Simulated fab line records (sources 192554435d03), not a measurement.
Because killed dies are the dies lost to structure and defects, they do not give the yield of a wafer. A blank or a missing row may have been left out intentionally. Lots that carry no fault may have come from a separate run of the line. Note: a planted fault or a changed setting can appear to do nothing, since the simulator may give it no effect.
The tool behind it: which one? ; flow n5-finfet ; Sampling: 24 lots, 72 wafers, 5 of 1938 route steps

## WHAT THE GAUGES SHOWED, per wafer
N5_BEOL_M9_INSPECT_58: inspects for defects (darkfield). Usual: raw-defect-count 73, standard deviation 22.
lot;measured;on;raw-defect-count;flag
L074;day 9 14:52;defect-inspect-02;47 82 96;
L075;day 9 20:26;defect-inspect-01;99 97 83;
L076;day 10 04:54;defect-inspect-02;53 65 44;
L077;day 10 05:47;defect-inspect-02;87 61 50;
L078;day 11 01:45;defect-inspect-02;32 75 59;
L079;day 11 02:25;defect-inspect-02;82 46 89;
L080;day 11 13:49;defect-inspect-02;59 41 67;
L081;day 11 20:29;defect-inspect-02;75 68 70;
L082;day 11 23:40;defect-inspect-02;94 79 123;
L083;day 12 05:49;defect-inspect-02;69 80 28;
L084;day 12 12:35;defect-inspect-02;67 67 87;
L085;day 12 12:37;defect-inspect-02;50 76 45;
L086;day 13 07:37;defect-inspect-02;81 51 79;
L088;day 13 19:17;defect-inspect-02;80 82 56;
L087;day 13 22:13;defect-inspect-02;60 118 75;
L090;day 14 03:33;defect-inspect-02;154 79 92;
L089;day 14 07:31;defect-inspect-01;76 67 103;
L092;day 14 18:41;defect-inspect-02;97 43 86;
L091;day 14 18:58;defect-inspect-02;98 103 98;
L095;day 14 23:46;defect-inspect-02;70 57 62;
L094;day 15 00:28;defect-inspect-01;55 51 63;
L093;day 15 09:32;defect-inspect-01;77 56 51;
L096;day 16 01:37;defect-inspect-02;76 62 121;
L097;day 16 12:40;defect-inspect-01;68 45 91;

N5_BEOL_M10_CD_MEAS_28: target cd 70 nm. Usual: cd-nm 70.0 nm, standard deviation 1.1.
lot;measured;on;cd-nm (nm);flag
L074;day 9 18:47;cd-sem-01;69.8 68.2 68.5;
L075;day 10 00:25;cd-sem-03;70.7 70.6 69.7;
L076;day 10 09:21;cd-sem-02;69.8 68.6 69.7;
L077;day 10 13:10;cd-sem-03;71.6 69.4 69.3;
L078;day 11 05:52;cd-sem-01;71.0 69.1 70.7;
L079;day 11 06:02;cd-sem-02;70.0 68.8 69.2;
L080;day 11 17:58;cd-sem-02;70.9 70.9 70.5;
L081;day 12 03:07;cd-sem-01;71.0 72.0 69.3;
L082;day 12 06:53;cd-sem-02;70.3 70.2 69.6;
L083;day 12 09:40;cd-sem-02;69.9 70.6 72.4;
L084;day 12 19:26;cd-sem-01;70.2 69.5 68.4;
L085;day 12 20:02;cd-sem-01;70.9 70.0 70.1;
L086;day 13 14:36;cd-sem-01;69.8 68.5 68.1;
L088;day 13 22:48;cd-sem-02;68.8 69.1 71.3;
L087;day 14 01:35;cd-sem-02;70.0 72.1 71.3;
L090;day 14 07:53;cd-sem-02;70.2 68.4 69.3;
L089;day 14 10:31;cd-sem-01;71.9 71.4 70.4;
L092;day 14 22:16;cd-sem-03;70.4 71.9 69.5;
L091;day 14 22:07;cd-sem-02;70.4 70.0 70.3;
L095;day 15 06:37;cd-sem-03;68.0 70.8 69.6;
L094;day 15 06:26;cd-sem-01;68.3 71.7 70.6;
L093;day 15 13:02;cd-sem-01;68.7 71.1 69.5;
L096;day 16 06:53;cd-sem-02;70.4 70.7 71.1;
L097;day 16 19:10;cd-sem-01;68.1 69.6 69.0;

N5_BEOL_M10_CD_MEAS_35: target cd 70 nm. Usual: cd-nm 70.0 nm, standard deviation 0.9.
lot;measured;on;cd-nm (nm);flag
L074;day 9 19:31;cd-sem-02;70.1 69.9 70.2;
L075;day 10 01:34;cd-sem-03;68.9 69.3 68.5;
L076;day 10 10:12;cd-sem-01;68.7 70.1 69.0;
L077;day 10 13:59;cd-sem-02;70.2 71.9 71.3;
L078;day 11 06:46;cd-sem-02;71.1 70.8 69.8;
L079;day 11 07:33;cd-sem-02;67.8 71.2 69.3;
L080;day 11 18:43;cd-sem-01;70.7 69.1 68.9;
L081;day 12 04:30;cd-sem-01;71.1 70.3 68.7;
L082;day 12 09:04;cd-sem-03;70.7 69.5 70.8;
L083;day 12 12:07;cd-sem-03;69.1 68.8 69.6;
L084;day 12 20:25;cd-sem-03;69.6 70.3 69.7;
L085;day 12 20:56;cd-sem-02;68.7 69.6 68.8;
L086;day 13 15:46;cd-sem-03;71.0 70.6 70.7;
L088;day 13 23:32;cd-sem-01;70.1 71.1 71.6;
L087;day 14 02:21;cd-sem-02;70.3 70.1 70.8;
L090;day 14 08:38;cd-sem-01;70.6 70.0 70.3;
L089;day 14 11:16;cd-sem-02;70.1 69.5 70.3;
L092;day 14 23:33;cd-sem-03;69.9 71.3 68.5;
L091;day 14 23:08;cd-sem-01;70.8 70.9 69.3;
L095;day 15 07:21;cd-sem-03;70.6 72.7 69.6;
L094;day 15 07:11;cd-sem-02;70.2 70.7 71.0;
L093;day 15 13:47;cd-sem-02;70.5 70.6 70.3;
L096;day 16 08:08;cd-sem-01;68.5 70.4 69.4;
L097;day 16 19:55;cd-sem-02;70.2 69.7 69.2;

## WHAT TOOL EACH LOT RAN ON (gives the tool, then ch and the chambers of the sampled wafers, and finally the start)
lot;N5_BEOL_M9_ETCH_66;N5_BEOL_M9_ANNEAL_51
L074;rie-diel-03 ch 1,2,3, day 9 09:53;rtp-anneal-01 ch 0, day 9 14:05
L075;rie-diel-06 ch 1,3, day 9 15:56;rtp-anneal-01 ch 0, day 9 19:30
L076;rie-diel-03 ch 0,1,2, day 10 01:07;rtp-anneal-01 ch 0, day 10 04:08
L077;rie-diel-06 ch 0,2,3, day 10 02:43;rtp-anneal-01 ch 0, day 10 05:08
L078;rie-diel-03 ch 0,1,2, day 10 21:13;rtp-anneal-02 ch 0, day 11 00:59
L079;rie-diel-05 ch 1,2,3, day 10 21:41;rtp-anneal-01 ch 0, day 11 01:43
L080;rie-diel-06 ch 0,1,2, day 11 10:19;rtp-anneal-01 ch 0, day 11 13:04
L081;rie-diel-06 ch 0,2, day 11 16:36;rtp-anneal-01 ch 0, day 11 19:44
L082;rie-diel-03 ch 0,1,3, day 11 20:18;rtp-anneal-01 ch 0, day 11 22:55
L083;rie-diel-05 ch 1,2,3, day 12 03:10;rtp-anneal-02 ch 0, day 12 05:06
L084;rie-diel-05 ch 0,1, day 12 09:57;rtp-anneal-02 ch 0, day 12 11:44
L085;rie-diel-06 ch 1,3, day 12 10:07;rtp-anneal-01 ch 0, day 12 11:48
L086;rie-diel-03 ch 0,1,2, day 13 04:43;rtp-anneal-01 ch 0, day 13 06:57
L088;rie-diel-03 ch 0,1,2, day 13 14:42;rtp-anneal-02 ch 0, day 13 18:32
L087;rie-diel-05 ch 1,2,3, day 13 17:15;rtp-anneal-01 ch 0, day 13 21:33
L090;rie-diel-06 ch 0,1,3, day 14 00:23;rtp-anneal-02 ch 0, day 14 02:56
L089;rie-diel-06 ch 0,1,3, day 14 03:38;rtp-anneal-01 ch 0, day 14 06:48
L092;rie-diel-05 ch 1,2, day 14 15:52;rtp-anneal-02 ch 0, day 14 17:56
L091;rie-diel-06 ch 0,2, day 14 16:00;rtp-anneal-02 ch 0, day 14 18:12
L095;rie-diel-06 ch 0,2, day 14 19:31;rtp-anneal-02 ch 0, day 14 23:06
L094;rie-diel-05 ch 0,1,2, day 14 19:49;rtp-anneal-02 ch 0, day 14 23:44
L093;rie-diel-03 ch 0,1,2, day 15 06:29;rtp-anneal-02 ch 0, day 15 08:47
L096;rie-diel-06 ch 1,3, day 15 21:38;rtp-anneal-02 ch 0, day 16 00:51
L097;rie-diel-03 ch 0,3, day 16 09:37;rtp-anneal-02 ch 0, day 16 11:58
- N5_BEOL_M9_ETCH_66: etches SOC in N2/H2, target depth 80 nm, overetch 16 nm, time 120 s.
- N5_BEOL_M9_ANNEAL_51: time 90 s.

## WHAT THE TOOLS THEMSELVES READ (means of the sampled wafers that have a number; where no wafer has one, the mark that the record gives instead)
N5_BEOL_M9_ETCH_66. Usual: drypump-motor-current-A 5.9 A, standard deviation 0.5; oes-product-au 0.56 a.u., standard deviation 0.057; rf-vpp-V 524.7 V, standard deviation 2.4; showerhead-plenum-p-Torr 2.58 Torr, standard deviation 0.082; throttle-valve-pct 17.94 %, standard deviation 0.26.
lot;tool;drypump-motor-current-A (A);oes-product-au (a.u.);rf-vpp-V (V);showerhead-plenum-p-Torr (Torr);throttle-valve-pct (%);flag
L074;rie-diel-03;6.0;0.54;525.2;2.62;18.29;
L075;rie-diel-06;5.5;0.54;524.3;2.54;17.65;
L076;rie-diel-03;6.0;0.55;525.6;2.62;18.12;
L077;rie-diel-06;5.9;0.56;522.7;2.49;17.82;
L078;rie-diel-03;6.0;0.55;525.5;2.61;18.14;
L079;rie-diel-05;5.8;0.54;525.2;2.60;18.06;
L080;rie-diel-06;6.0;0.54;524.5;2.56;17.78;
L081;rie-diel-06;6.4;0.57;521.8;2.50;17.89;
L082;rie-diel-03;6.1;0.52;526.2;2.64;18.27;
L083;rie-diel-05;5.8;0.53;525.0;2.59;18.08;
L084;rie-diel-05;5.2;0.54;525.9;2.64;17.98;
L085;rie-diel-06;5.4;0.54;521.4;2.46;17.74;
L086;rie-diel-03;6.0;0.54;524.8;2.61;18.16;
L088;rie-diel-03;6.0;0.54;525.7;2.61;18.17;
L087;rie-diel-05;5.8;0.60;525.3;2.59;17.93;
L090;rie-diel-06;5.5;0.52;523.8;2.53;17.77;
L089;rie-diel-06;5.5;0.52;524.4;2.53;17.77;
L092;rie-diel-05;5.9;0.53;526.1;2.63;18.06;
L091;rie-diel-06;6.4;0.55;523.2;2.49;17.93;
L095;rie-diel-06;6.0;0.53;524.5;2.55;17.89;
L094;rie-diel-05;5.6;0.53;525.5;2.63;17.93;
L093;rie-diel-03;6.0;0.60;525.0;2.61;18.04;
L096;rie-diel-06;5.3;0.73;528.0;2.66;17.22;
L097;rie-diel-03;5.9;0.58;526.2;2.62;18.14;

N5_BEOL_M9_ANNEAL_51. Usual: wafer_temp_C_max 226.5, standard deviation 0.48.
lot;tool;wafer_temp_C_max;flag
L074;rtp-anneal-01;226.2;
L075;rtp-anneal-01;226.2;
L076;rtp-anneal-01;226.1;
L077;rtp-anneal-01;226.5;
L078;rtp-anneal-02;226.5;
L079;rtp-anneal-01;226.4;
L080;rtp-anneal-01;226.1;
L081;rtp-anneal-01;226.0;
L082;rtp-anneal-01;226.2;
L083;rtp-anneal-02;226.8;
L084;rtp-anneal-02;226.7;
L085;rtp-anneal-01;226.1;
L086;rtp-anneal-01;225.8;
L088;rtp-anneal-02;226.9;
L087;rtp-anneal-01;226.3;
L090;rtp-anneal-02;226.9;
L089;rtp-anneal-01;225.7;
L092;rtp-anneal-02;226.6;
L091;rtp-anneal-02;227.1;
L095;rtp-anneal-02;227.2;
L094;rtp-anneal-02;227.0;
L093;rtp-anneal-02;226.6;
L096;rtp-anneal-02;227.1;
L097;rtp-anneal-02;227.0;

## THE ANSWER, worked out from the rows above alone
Rule: take the mean of a lot's wafers that have a number; if it is more than 3 standard deviations from the usual mean, the lot is off. Also off: a lot with no number at a reading for which 4 or more lots have one. All remaining lots with rows at the step are treated as sound. After the gauges, taken in route order, come the tools' own readings; for these a lot's mean is taken, as printed above. At the first step where some lot is off, the reading lying furthest off is the one used; lots without a number count as furthest.
Nothing can be told from this: no lot is off at any reading shown.

## WHAT WAS PUT IN BY THE SIMULATOR
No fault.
